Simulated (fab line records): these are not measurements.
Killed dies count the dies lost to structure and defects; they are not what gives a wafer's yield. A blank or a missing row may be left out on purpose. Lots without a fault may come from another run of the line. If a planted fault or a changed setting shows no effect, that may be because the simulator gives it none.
Matching of chambers :: flow nand_harc :: rie_diel-12 running NHARC_A_STAIRCASE_TRIM_187: 4 sister chambers
The step chemistry O2, time 211.2 s. 4 wafers are shown with their chamber, then 8 later ones without.

== WAFERS, EACH WITH ITS CHAMBER ==
wafer: L081.5
chamber: 3
showerhead_plenum_p_Torr (Torr): 3.61

wafer: L081.6
chamber: 0
showerhead_plenum_p_Torr (Torr): 3.45

wafer: L089.6
chamber: 2
showerhead_plenum_p_Torr (Torr): 3.60

wafer: L093.2
chamber: 1
showerhead_plenum_p_Torr (Torr): 3.39

== WAFERS WITHOUT THEIR CHAMBER ==
wafer: L093.4
showerhead_plenum_p_Torr (Torr): 3.59

wafer: L093.5
showerhead_plenum_p_Torr (Torr): 3.39

wafer: L095.3
showerhead_plenum_p_Torr (Torr): 3.42

wafer: L095.4
showerhead_plenum_p_Torr (Torr): 3.38

wafer: L095.6
showerhead_plenum_p_Torr (Torr): 3.58

wafer: L097.1
showerhead_plenum_p_Torr (Torr): 3.41

wafer: L097.4
showerhead_plenum_p_Torr (Torr): 3.58

wafer: L097.5
showerhead_plenum_p_Torr (Torr): 3.38

== EACH ONE'S CHAMBER ==
wafer: L093.4
from the rows above: can't be placed: 2 or 3
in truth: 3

wafer: L093.5
from the rows above: 1
in truth: 1

wafer: L095.3
from the rows above: can't be placed: 1 or 0
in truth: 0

wafer: L095.4
from the rows above: 1
in truth: 1

wafer: L095.6
from the rows above: can't be placed: 2 or 3
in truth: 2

wafer: L097.1
from the rows above: can't be placed: 1 or 0
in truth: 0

wafer: L097.4
from the rows above: can't be placed: 2 or 3
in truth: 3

wafer: L097.5
from the rows above: 1
in truth: 1
Placed correctly: 3 of 8. Cannot be placed on the basis of these rows: 5; the candidates contain the true chamber in 5. Wrongly placed: 0.
How it was worked out, from the rows above alone: a wafer's distance from a chamber is the root of the sum, over the readings, of the square of ((its reading less the chamber's mean) divided by the reading's scatter). If the next closest chamber is less than 2 further off than the closest, the wafer can't be placed; otherwise it belongs to the closest. For every chamber, the mean is computed from those of its wafers that are shown. The scatter: root of mean squared gap, hidden wafer to nearest shown wafer, with one shown wafer a chamber.
